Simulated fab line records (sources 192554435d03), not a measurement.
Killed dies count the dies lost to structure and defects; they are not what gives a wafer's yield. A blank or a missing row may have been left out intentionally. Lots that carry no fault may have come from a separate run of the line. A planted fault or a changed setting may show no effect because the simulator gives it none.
Which tool was responsible? || flow n5_finfet || Sampling: 9 lots, 25 wafers, 6 of 1938 route steps

## WHAT THE GAUGES SHOWED, per wafer
N5_BEOL_M0_SAQP_CD_MEAS_29: target cd 14.4 nm.
{"lot": "L788", "measured": "day 5 19:41", "on": "cd_sem-01", "cd_nm (nm)": "15.03 14.97 15.24"}
{"lot": "L793", "measured": "day 7 01:22", "on": "cd_sem-03", "cd_nm (nm)": "14.69 14.39 15.27"}
{"lot": "L795", "measured": "day 7 11:40", "on": "cd_sem-01", "cd_nm (nm)": "15.11 14.94 14.78"}
{"lot": "L796", "measured": "day 7 21:49", "on": "cd_sem-01", "cd_nm (nm)": "15.13 14.98 28.54"}
{"lot": "L801", "measured": "day 9 00:09", "on": "cd_sem-03", "cd_nm (nm)": "15.14 28.28"}
{"lot": "L804", "measured": "day 9 16:55", "on": "cd_sem-01", "cd_nm (nm)": "14.74 14.76 28.68"}
{"lot": "L805", "measured": "day 9 23:47", "on": "cd_sem-03", "cd_nm (nm)": "14.96 15.11 14.83"}
{"lot": "L806", "measured": "day 10 05:38", "on": "cd_sem-01", "cd_nm (nm)": "15.08 15.06"}
{"lot": "L807", "measured": "day 10 13:49", "on": "cd_sem-01", "cd_nm (nm)": "14.84 15.10 15.63"}

N5_BEOL_M4_RC_MEAS_101.
{"lot": "L788", "measured": "day 7 14:54", "on": "prober-01", "DIBL_N (mV/V)": "37.0 35.4 37.2", "DIBL_P (mV/V)": "37.6 34.6 38.3", "IOFF_N (nA/um)": "0.149 0.118 0.144", "IOFF_P (nA/um)": "0.21 0.17 0.22", "ION_N (uA/um)": "664 654 664", "ION_P (uA/um)": "462 457 461", "SS_N (mV/dec)": "71.6 71.8 71.6", "SS_P (mV/dec)": "73.3 72.9 73.2", "VT_N (mV)": "249 255 252", "VT_P (mV)": "-251 -254 -251"}
{"lot": "L793", "measured": "day 9 02:39", "on": "prober-01", "DIBL_N (mV/V)": "34.6 37.2 35.8", "DIBL_P (mV/V)": "34.2 38.0 36.5", "IOFF_N (nA/um)": "0.129 0.189 0.154", "IOFF_P (nA/um)": "0.18 0.25 0.22", "ION_N (uA/um)": "665 684 676", "ION_P (uA/um)": "463 471 469", "SS_N (mV/dec)": "71.2 72.2 71.4", "SS_P (mV/dec)": "72.7 74.2 73.1", "VT_N (mV)": "252 248 248", "VT_P (mV)": "-254 -248 -250"}
{"lot": "L795", "measured": "day 9 09:17", "on": "prober-01", "DIBL_N (mV/V)": "41.1 36.9 38.0", "DIBL_P (mV/V)": "40.4 36.6 37.7", "IOFF_N (nA/um)": "0.279 0.175 0.186", "IOFF_P (nA/um)": "0.29 0.21 0.23", "ION_N (uA/um)": "694 679 684", "ION_P (uA/um)": "470 460 465", "SS_N (mV/dec)": "72.1 71.8 72.0", "SS_P (mV/dec)": "74.6 73.2 74.4", "VT_N (mV)": "245 249 247", "VT_P (mV)": "-248 -252 -251"}
{"lot": "L796", "measured": "day 10 03:05", "on": "prober-02", "DIBL_N (mV/V)": "37.8 37.4", "DIBL_P (mV/V)": "38.2 37.0", "IOFF_N (nA/um)": "0.171 0.156", "IOFF_P (nA/um)": "0.24 0.21", "ION_N (uA/um)": "679 670", "ION_P (uA/um)": "470 456", "SS_N (mV/dec)": "72.0 71.8", "SS_P (mV/dec)": "74.1 73.5", "VT_N (mV)": "250 254", "VT_P (mV)": "-249 -249"}
{"lot": "L801", "measured": "day 11 08:40", "on": "prober-01", "DIBL_N (mV/V)": 36.7, "DIBL_P (mV/V)": 38.0, "IOFF_N (nA/um)": 0.168, "IOFF_P (nA/um)": 0.23, "ION_N (uA/um)": 687, "ION_P (uA/um)": 464, "SS_N (mV/dec)": 71.7, "SS_P (mV/dec)": 73.1, "VT_N (mV)": 249, "VT_P (mV)": -249}
{"lot": "L804", "measured": "day 12 02:38", "on": "prober-01", "DIBL_N (mV/V)": "32.5 34.4", "DIBL_P (mV/V)": "32.2 33.8", "IOFF_N (nA/um)": "0.111 0.129", "IOFF_P (nA/um)": "0.17 0.19", "ION_N (uA/um)": "667 667", "ION_P (uA/um)": "464 463", "SS_N (mV/dec)": "70.8 70.5", "SS_P (mV/dec)": "72.5 72.4", "VT_N (mV)": "253 254", "VT_P (mV)": "-254 -251"}
{"lot": "L805", "measured": "day 12 05:31", "on": "prober-01", "DIBL_N (mV/V)": "35.6 36.9 36.6", "DIBL_P (mV/V)": "37.1 37.5 37.7", "IOFF_N (nA/um)": "0.150 0.166 0.169", "IOFF_P (nA/um)": "0.19 0.19 0.20", "ION_N (uA/um)": "663 676 675", "ION_P (uA/um)": "457 460 457", "SS_N (mV/dec)": "71.3 72.4 72.3", "SS_P (mV/dec)": "73.5 73.6 73.7", "VT_N (mV)": "253 248 251", "VT_P (mV)": "-254 -254 -254"}
{"lot": "L806", "measured": "day 12 10:04", "on": "prober-01", "DIBL_N (mV/V)": "35.3 37.3", "DIBL_P (mV/V)": "36.4 39.1", "IOFF_N (nA/um)": "0.159 0.206", "IOFF_P (nA/um)": "0.21 0.26", "ION_N (uA/um)": "688 689", "ION_P (uA/um)": "463 468", "SS_N (mV/dec)": "72.2 72.0", "SS_P (mV/dec)": "73.5 74.1", "VT_N (mV)": "248 244", "VT_P (mV)": "-249 -247"}
{"lot": "L807", "measured": "day 12 12:51", "on": "prober-01", "DIBL_N (mV/V)": "36.9 36.9 36.4", "DIBL_P (mV/V)": "39.4 39.2 38.2", "IOFF_N (nA/um)": "0.195 0.187 0.174", "IOFF_P (nA/um)": "0.25 0.23 0.22", "ION_N (uA/um)": "675 673 671", "ION_P (uA/um)": "465 463 462", "SS_N (mV/dec)": "71.8 72.0 72.4", "SS_P (mV/dec)": "74.3 74.5 74.7", "VT_N (mV)": "247 249 250", "VT_P (mV)": "-247 -252 -248"}

## EACH LOT AND THE TOOL THAT RAN IT (in order: tool; ch and the chambers of the sampled wafers; start)
{"lot": "L788", "N5_BEOL_M0_SAQP_DESCUM_19": "rie_diel-04 ch 0,1, day 5 14:55", "N5_BEOL_M0_SAQP_ETCH_102": "rie_si-06 ch 0,3, day 5 17:10", "N5_BEOL_M0_SAQP_MANDREL_ETCH_103": "rie_si-06 ch 0,3, day 5 17:11", "N5_BEOL_M0_SAQP_SPACER2_ALD_26": "ald_sin-04 ch 0,3, day 5 18:56"}
{"lot": "L793", "N5_BEOL_M0_SAQP_DESCUM_19": "rie_diel-05 ch 2,3, day 6 21:47", "N5_BEOL_M0_SAQP_ETCH_102": "rie_si-06 ch 0,1,2, day 6 23:43", "N5_BEOL_M0_SAQP_MANDREL_ETCH_103": "rie_si-06 ch 0,1,2, day 6 23:44", "N5_BEOL_M0_SAQP_SPACER2_ALD_26": "ald_sin-04 ch 1,2, day 7 00:37"}
{"lot": "L795", "N5_BEOL_M0_SAQP_DESCUM_19": "rie_diel-05 ch 0,3, day 7 08:02", "N5_BEOL_M0_SAQP_ETCH_102": "rie_si-06 ch 0,2, day 7 10:03", "N5_BEOL_M0_SAQP_MANDREL_ETCH_103": "rie_si-06 ch 0,2, day 7 10:05", "N5_BEOL_M0_SAQP_SPACER2_ALD_26": "ald_sin-04 ch 2,3, day 7 10:55"}
{"lot": "L796", "N5_BEOL_M0_SAQP_DESCUM_19": "rie_diel-04 ch 1,3, day 7 18:02", "N5_BEOL_M0_SAQP_ETCH_102": "rie_si-01 ch 1,2, day 7 19:58", "N5_BEOL_M0_SAQP_MANDREL_ETCH_103": "rie_si-01 ch 1,2, day 7 20:01", "N5_BEOL_M0_SAQP_SPACER2_ALD_26": "ald_sin-04 ch 1,2,3, day 7 21:02"}
{"lot": "L801", "N5_BEOL_M0_SAQP_DESCUM_19": "rie_diel-05 ch 1, day 8 19:19", "N5_BEOL_M0_SAQP_ETCH_102": "rie_si-05 ch 1,3, day 8 21:59", "N5_BEOL_M0_SAQP_MANDREL_ETCH_103": "rie_si-05 ch 1,3, day 8 22:01", "N5_BEOL_M0_SAQP_SPACER2_ALD_26": "ald_sin-04 ch 0,1, day 8 23:15"}
{"lot": "L804", "N5_BEOL_M0_SAQP_DESCUM_19": "rie_diel-05 ch 0,1,3, day 9 13:26", "N5_BEOL_M0_SAQP_ETCH_102": "rie_si-01 ch 0,1, day 9 15:18", "N5_BEOL_M0_SAQP_MANDREL_ETCH_103": "rie_si-01 ch 0,1, day 9 15:20", "N5_BEOL_M0_SAQP_SPACER2_ALD_26": "ald_sin-04 ch 0,3, day 9 16:10"}
{"lot": "L805", "N5_BEOL_M0_SAQP_DESCUM_19": "rie_diel-03 ch 1,2,3, day 9 20:10", "N5_BEOL_M0_SAQP_ETCH_102": "rie_si-01 ch 0,1,2, day 9 21:52", "N5_BEOL_M0_SAQP_MANDREL_ETCH_103": "rie_si-01 ch 0,1,2, day 9 21:54", "N5_BEOL_M0_SAQP_SPACER2_ALD_26": "ald_sin-02 ch 0,3, day 9 22:53"}
{"lot": "L806", "N5_BEOL_M0_SAQP_DESCUM_19": "rie_diel-04 ch 2,3, day 10 01:20", "N5_BEOL_M0_SAQP_ETCH_102": "rie_si-05 ch 2, day 10 03:51", "N5_BEOL_M0_SAQP_MANDREL_ETCH_103": "rie_si-05 ch 2, day 10 03:53", "N5_BEOL_M0_SAQP_SPACER2_ALD_26": "ald_sin-03 ch 0,2, day 10 04:48"}
{"lot": "L807", "N5_BEOL_M0_SAQP_DESCUM_19": "rie_diel-05 ch 0,2,3, day 10 10:23", "N5_BEOL_M0_SAQP_ETCH_102": "rie_si-06 ch 0,1,3, day 10 12:05", "N5_BEOL_M0_SAQP_MANDREL_ETCH_103": "rie_si-06 ch 0,1,3, day 10 12:07", "N5_BEOL_M0_SAQP_SPACER2_ALD_26": "ald_sin-02 ch 0,1,2, day 10 13:04"}
- N5_BEOL_M0_SAQP_DESCUM_19: chemistry O2, time 7.9 s.
- N5_BEOL_M0_SAQP_ETCH_102: etches SiO2 in CF4, target depth 4 nm, time 4.4 s.
- N5_BEOL_M0_SAQP_MANDREL_ETCH_103: etches a-Si in HBr/Cl2, stops on SiCN, target depth 45 nm, bt time 10 s, time 27 s.
- N5_BEOL_M0_SAQP_SPACER2_ALD_26: deposits SiO2, target thk 15 nm, pulse time 1 s, purge time 2 s.

## WHAT THE TOOLS THEMSELVES READ (means of the sampled wafers that have a number; where no wafer has one, the mark that the record gives instead)
N5_BEOL_M0_SAQP_DESCUM_19.
{"lot": "L788", "tool": "rie_diel-04", "drypump_motor_current_A (A)": 5.1, "oes_product_au (a.u.)": 0.73, "rf_vpp_V (V)": 242.1, "showerhead_plenum_p_Torr (Torr)": 2.00, "throttle_valve_pct (%)": 20.32}
{"lot": "L793", "tool": "rie_diel-05", "drypump_motor_current_A (A)": 5.4, "oes_product_au (a.u.)": 0.67, "rf_vpp_V (V)": 243.5, "showerhead_plenum_p_Torr (Torr)": 2.12, "throttle_valve_pct (%)": 20.04}
{"lot": "L795", "tool": "rie_diel-05", "drypump_motor_current_A (A)": 5.2, "oes_product_au (a.u.)": 0.76, "rf_vpp_V (V)": 243.1, "showerhead_plenum_p_Torr (Torr)": 2.07, "throttle_valve_pct (%)": 19.96}
{"lot": "L796", "tool": "rie_diel-04", "drypump_motor_current_A (A)": 5.4, "oes_product_au (a.u.)": 0.74, "rf_vpp_V (V)": 241.4, "showerhead_plenum_p_Torr (Torr)": 2.01, "throttle_valve_pct (%)": 20.45}
{"lot": "L801", "tool": "rie_diel-05", "drypump_motor_current_A (A)": 5.8, "oes_product_au (a.u.)": 0.69, "rf_vpp_V (V)": 241.1, "showerhead_plenum_p_Torr (Torr)": 1.98, "throttle_valve_pct (%)": 20.42}
{"lot": "L804", "tool": "rie_diel-05", "drypump_motor_current_A (A)": 5.4, "oes_product_au (a.u.)": 0.85, "rf_vpp_V (V)": 242.4, "showerhead_plenum_p_Torr (Torr)": 2.05, "throttle_valve_pct (%)": 19.96}
{"lot": "L805", "tool": "rie_diel-03", "drypump_motor_current_A (A)": 5.6, "oes_product_au (a.u.)": 0.85, "rf_vpp_V (V)": 243.1, "showerhead_plenum_p_Torr (Torr)": 2.15, "throttle_valve_pct (%)": 20.49}
{"lot": "L806", "tool": "rie_diel-04", "drypump_motor_current_A (A)": 6.2, "oes_product_au (a.u.)": 0.72, "rf_vpp_V (V)": 243.2, "showerhead_plenum_p_Torr (Torr)": 2.04, "throttle_valve_pct (%)": 20.61}
{"lot": "L807", "tool": "rie_diel-05", "drypump_motor_current_A (A)": 5.4, "oes_product_au (a.u.)": 0.82, "rf_vpp_V (V)": 243.2, "showerhead_plenum_p_Torr (Torr)": 2.10, "throttle_valve_pct (%)": 19.86}

N5_BEOL_M0_SAQP_ETCH_102.
{"lot": "L788", "tool": "rie_si-06", "drypump_motor_current_A (A)": 5.8, "oes_product_au (a.u.)": 1.002, "throttle_valve_pct (%)": 21.57}
{"lot": "L793", "tool": "rie_si-06", "drypump_motor_current_A (A)": 5.9, "oes_product_au (a.u.)": 0.990, "throttle_valve_pct (%)": 21.65}
{"lot": "L795", "tool": "rie_si-06", "drypump_motor_current_A (A)": 5.8, "oes_product_au (a.u.)": 0.987, "throttle_valve_pct (%)": 21.58}
{"lot": "L796", "tool": "rie_si-01", "drypump_motor_current_A (A)": 5.4, "oes_product_au (a.u.)": 0.997, "throttle_valve_pct (%)": 21.76}
{"lot": "L801", "tool": "rie_si-05", "drypump_motor_current_A (A)": 5.8, "oes_product_au (a.u.)": 1.000, "throttle_valve_pct (%)": 21.62}
{"lot": "L804", "tool": "rie_si-01", "drypump_motor_current_A (A)": 5.7, "oes_product_au (a.u.)": 1.001, "throttle_valve_pct (%)": 21.89}
{"lot": "L805", "tool": "rie_si-01", "drypump_motor_current_A (A)": 5.8, "oes_product_au (a.u.)": 0.996, "throttle_valve_pct (%)": 21.80}
{"lot": "L806", "tool": "rie_si-05", "drypump_motor_current_A (A)": 6.4, "oes_product_au (a.u.)": 0.980, "throttle_valve_pct (%)": 22.32}
{"lot": "L807", "tool": "rie_si-06", "drypump_motor_current_A (A)": 5.8, "oes_product_au (a.u.)": 1.000, "throttle_valve_pct (%)": 21.66}

N5_BEOL_M0_SAQP_MANDREL_ETCH_103.
{"lot": "L788", "tool": "rie_si-06", "drypump_motor_current_A (A)": 5.8, "oes_product_au (a.u.)": 0.682, "throttle_valve_pct (%)": 35.0}
{"lot": "L793", "tool": "rie_si-06", "drypump_motor_current_A (A)": 5.9, "oes_product_au (a.u.)": 0.680, "throttle_valve_pct (%)": 35.3}
{"lot": "L795", "tool": "rie_si-06", "drypump_motor_current_A (A)": 5.8, "oes_product_au (a.u.)": 0.684, "throttle_valve_pct (%)": 35.2}
{"lot": "L796", "tool": "rie_si-01", "drypump_motor_current_A (A)": 5.4, "oes_product_au (a.u.)": 0.682, "throttle_valve_pct (%)": 35.1}
{"lot": "L801", "tool": "rie_si-05", "drypump_motor_current_A (A)": 5.8, "oes_product_au (a.u.)": 0.691, "throttle_valve_pct (%)": 35.0}
{"lot": "L804", "tool": "rie_si-01", "drypump_motor_current_A (A)": 5.7, "oes_product_au (a.u.)": 0.693, "throttle_valve_pct (%)": 35.6}
{"lot": "L805", "tool": "rie_si-01", "drypump_motor_current_A (A)": 5.8, "oes_product_au (a.u.)": 0.689, "throttle_valve_pct (%)": 35.3}
{"lot": "L806", "tool": "rie_si-05", "drypump_motor_current_A (A)": 6.4, "oes_product_au (a.u.)": 0.681, "throttle_valve_pct (%)": 36.1}
{"lot": "L807", "tool": "rie_si-06", "drypump_motor_current_A (A)": 5.8, "oes_product_au (a.u.)": 0.700, "throttle_valve_pct (%)": 35.3}

N5_BEOL_M0_SAQP_SPACER2_ALD_26.
{"lot": "L788", "tool": "ald_sin-04", "chamber_pressure_Torr (Torr)": 1.996, "heater_power_w (W)": 505, "precursor_pulse_height_rel": 0.996}
{"lot": "L793", "tool": "ald_sin-04", "chamber_pressure_Torr (Torr)": 2.000, "heater_power_w (W)": 463, "precursor_pulse_height_rel": 0.995}
{"lot": "L795", "tool": "ald_sin-04", "chamber_pressure_Torr (Torr)": 2.001, "heater_power_w (W)": 438, "precursor_pulse_height_rel": 0.983}
{"lot": "L796", "tool": "ald_sin-04", "chamber_pressure_Torr (Torr)": 2.001, "heater_power_w (W)": 464, "precursor_pulse_height_rel": 1.010}
{"lot": "L801", "tool": "ald_sin-04", "chamber_pressure_Torr (Torr)": 1.997, "heater_power_w (W)": 506, "precursor_pulse_height_rel": 0.986}
{"lot": "L804", "tool": "ald_sin-04", "chamber_pressure_Torr (Torr)": 2.002, "heater_power_w (W)": 460, "precursor_pulse_height_rel": 0.993}
{"lot": "L805", "tool": "ald_sin-02", "chamber_pressure_Torr (Torr)": 1.997, "heater_power_w (W)": 437, "precursor_pulse_height_rel": 0.984}
{"lot": "L806", "tool": "ald_sin-03", "chamber_pressure_Torr (Torr)": 1.997, "heater_power_w (W)": 483, "precursor_pulse_height_rel": 0.979}
{"lot": "L807", "tool": "ald_sin-02", "chamber_pressure_Torr (Torr)": 1.999, "heater_power_w (W)": 466, "precursor_pulse_height_rel": 1.001}

## THE ANSWER, worked out from the rows above alone
Rule: the usual values come from the lots themselves. The widest of any qualifying gaps counts: lots, ordered by their means at a reading, are off when they make up no more than a third of the lots, leave a main group of 4 or more, and stand apart from it by 3 or more times the standard deviation of that group's means. The tables above print the reading to a certain number of digits; a main group whose means all agree to those digits is not used. A lot without any number at a reading at which 4 lots or more have one is off too. Where the step has rows for the other lots, those lots are counted as sound. The gauges are gone through in route order, then the tools' own readings, and for those a lot's mean is taken as printed above. At the first step where some lot is off, the reading lying furthest off is the one used; lots without a number count as furthest.
Off, at N5_BEOL_M0_SAQP_CD_MEAS_29 on cd_nm: L796, L801, L804. The main group has a mean of 15.01 nm with a standard deviation of 0.13.
A tool fits if, at a process step before that reading, it ran every lot that is off, and no sound lot after the first of them. The gauges at N5_BEOL_M0_SAQP_CD_MEAS_29 are tried like those tools. One fits: N5_BEOL_M0_SAQP_SPACER2_ALD_26 on ald_sin-04. Its last sound lot is L795 (day 7 10:55), its first lot that is off L796 (day 7 21:02): a fault that began between those two fits.

## WHAT THE SIMULATOR PUT IN
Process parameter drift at N5_BEOL_M0_SAQP_SPACER2_ALD_26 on ald_sin-04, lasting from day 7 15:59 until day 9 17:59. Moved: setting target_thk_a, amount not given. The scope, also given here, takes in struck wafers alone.
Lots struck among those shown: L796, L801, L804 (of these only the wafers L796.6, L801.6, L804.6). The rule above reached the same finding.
